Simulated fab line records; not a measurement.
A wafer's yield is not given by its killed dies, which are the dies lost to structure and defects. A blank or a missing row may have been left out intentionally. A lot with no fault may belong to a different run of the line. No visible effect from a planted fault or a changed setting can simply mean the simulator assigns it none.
Commonality check across tools + flow nandHarc + Sampled: 12 lots, 36 wafers

## WHY THIS WAS OPENED
On 2 of the 12 lots, a flag is raised at NHARC_A_M1_CD_MEAS_09 on the reading cdNm. No-fault wafers: 120.0 nm, standard deviation 0.51.
Rule: a lot is flagged when every wafer of it that has a number lies more than 4 standard deviations from that mean, or none has a number. As for the other lots, they are considered sound.

| lot  | measured     | on       | cdNm (nm), wafer by wafer | flag    |
|------|--------------|----------|---------------------------|---------|
| L240 | day 23 18:18 | cdSem-01 | 119.8 119.4 120.0         |         |
| L242 | day 25 04:51 | cdSem-03 | 120.5 120.1 120.3         |         |
| L244 | day 25 10:11 | cdSem-01 | 119.6 119.0 118.7         |         |
| L241 | day 25 12:53 | cdSem-03 | 119.8 120.4 120.2         |         |
| L248 | day 26 19:37 | cdSem-03 | 120.5 121.0 119.8         |         |
| L250 | day 29 05:44 | cdSem-02 | 131.3 131.1 132.2         | FLAGGED |
| L253 | day 29 07:27 | cdSem-02 | 128.7 129.0 129.5         | FLAGGED |
| L254 | day 30 03:32 | cdSem-03 | 120.4 121.1 120.9         |         |
| L255 | day 30 19:08 | cdSem-02 | 120.5 120.5 120.7         |         |
| L258 | day 31 09:55 | cdSem-02 | 119.6 120.2 120.2         |         |
| L259 | day 32 06:12 | cdSem-01 | 119.7 119.8 119.4         |         |
| L260 | day 33 01:25 | cdSem-02 | 119.6 120.2 119.5         |         |
Average over the flagged lots: 130.3 nm; offset from the usual +10.3 nm, equal to +20 standard deviations.

## WHICH TOOL RAN EACH LOT
The record holds 2 process steps before the reading, out of a route of 1302 steps. In each cell: the tool, then ch and the chambers that the sampled wafers went through, then the start.
| lot  | flag    | NHARC_A_M0_ETCH_15                           | NHARC_A_M1_PEB_07                |
|------|---------|----------------------------------------------|----------------------------------|
| L240 |         | rieDiel-12 ch 0,1,3, day 23 18:13 or earlier | lithoTrack-06 ch 0, day 23 18:13 |
| L242 |         | rieDiel-10 ch 0,1,3, day 25 04:47 or earlier | lithoTrack-06 ch 0, day 25 04:47 |
| L244 |         | rieDiel-12 ch 2,3, day 25 10:06 or earlier   | lithoTrack-06 ch 0, day 25 10:06 |
| L241 |         | rieDiel-10 ch 2,3, day 25 12:48 or earlier   | lithoTrack-04 ch 0, day 25 12:48 |
| L248 |         | rieDiel-12 ch 0,3, day 26 19:32 or earlier   | lithoTrack-01 ch 0, day 26 19:32 |
| L250 | FLAGGED | rieDiel-10 ch 2,3, day 29 05:40 or earlier   | lithoTrack-06 ch 0, day 29 05:40 |
| L253 | FLAGGED | rieDiel-12 ch 1,3, day 29 07:22 or earlier   | lithoTrack-06 ch 0, day 29 07:22 |
| L254 |         | rieDiel-13 ch 0,2,3, day 30 03:27 or earlier | lithoTrack-04 ch 0, day 30 03:27 |
| L255 |         | rieDiel-12 ch 1,2, day 30 19:04 or earlier   | lithoTrack-04 ch 0, day 30 19:04 |
| L258 |         | rieDiel-12 ch 0,1,2, day 31 09:50 or earlier | lithoTrack-01 ch 0, day 31 09:50 |
| L259 |         | rieDiel-12 ch 0,1, day 32 06:07 or earlier   | lithoTrack-04 ch 0, day 32 06:07 |
| L260 |         | rieDiel-12 ch 0,1,3, day 33 01:20 or earlier | lithoTrack-06 ch 0, day 33 01:20 |
What is done by these steps:
- NHARC_A_M0_ETCH_15: etches the open film in C4F8/Ar, target depth 150 nm, overetch 15 nm, time 82.5 s.
- NHARC_A_M1_PEB_07: peb time 65 s.
- NHARC_A_M1_CD_MEAS_09: target cd 120 nm.

## FLAGGED AGAINST TOTAL, ONE TOOL AT A TIME (gauges that did the reading follow at the end)
| step                  | tool          | lots run | flagged | share of the flagged lots | sound lots run after its first flagged lot |
|-----------------------|---------------|----------|---------|---------------------------|--------------------------------------------|
| NHARC_A_M0_ETCH_15    | rieDiel-10    | 3        | 1       | some                      | 0                                          |
| NHARC_A_M0_ETCH_15    | rieDiel-12    | 8        | 1       | some                      | 4 (L255,L258,L259,L260)                    |
| NHARC_A_M0_ETCH_15    | rieDiel-13    | 1        | 0       | none                      | -                                          |
| NHARC_A_M1_PEB_07     | lithoTrack-01 | 2        | 0       | none                      | -                                          |
| NHARC_A_M1_PEB_07     | lithoTrack-04 | 4        | 0       | none                      | -                                          |
| NHARC_A_M1_PEB_07     | lithoTrack-06 | 6        | 2       | all                       | 1 (L260)                                   |
| NHARC_A_M1_CD_MEAS_09 | cdSem-01      | 3        | 0       | none                      | -                                          |
| NHARC_A_M1_CD_MEAS_09 | cdSem-02      | 5        | 2       | all                       | 3 (L255,L258,L260)                         |
| NHARC_A_M1_CD_MEAS_09 | cdSem-03      | 4        | 0       | none                      | -                                          |
With no start given for some of its lots, NHARC_A_M0_ETCH_15 uses the hours and lot order of NHARC_A_M1_PEB_07.

## THE TABLE: WHAT IT ALLOWS
Rows of the table that ran all the flagged lots, 2 in number: lithoTrack-06 at NHARC_A_M1_PEB_07; cdSem-02 at NHARC_A_M1_CD_MEAS_09.
- lithoTrack-06 at NHARC_A_M1_PEB_07 ran 6 lots, 2 of them flagged. Lots that were sound ran on it after the first flagged one (L260); a persistent fault on the entire tool would not allow that. Its own readings (heaterPowerTotalW, plateTempC) fall more than 4 standard deviations out on all wafers of the flagged lots.
- cdSem-02 at NHARC_A_M1_CD_MEAS_09 ran 5 lots, 2 of them flagged. Lots that were sound ran on it after the first flagged one (L255, L258, L260); a persistent fault on the entire tool would not allow that.
Not one row of the table ran every flagged lot while running no sound lot after the first.

## WHAT THE SIMULATOR HAD INSERTED
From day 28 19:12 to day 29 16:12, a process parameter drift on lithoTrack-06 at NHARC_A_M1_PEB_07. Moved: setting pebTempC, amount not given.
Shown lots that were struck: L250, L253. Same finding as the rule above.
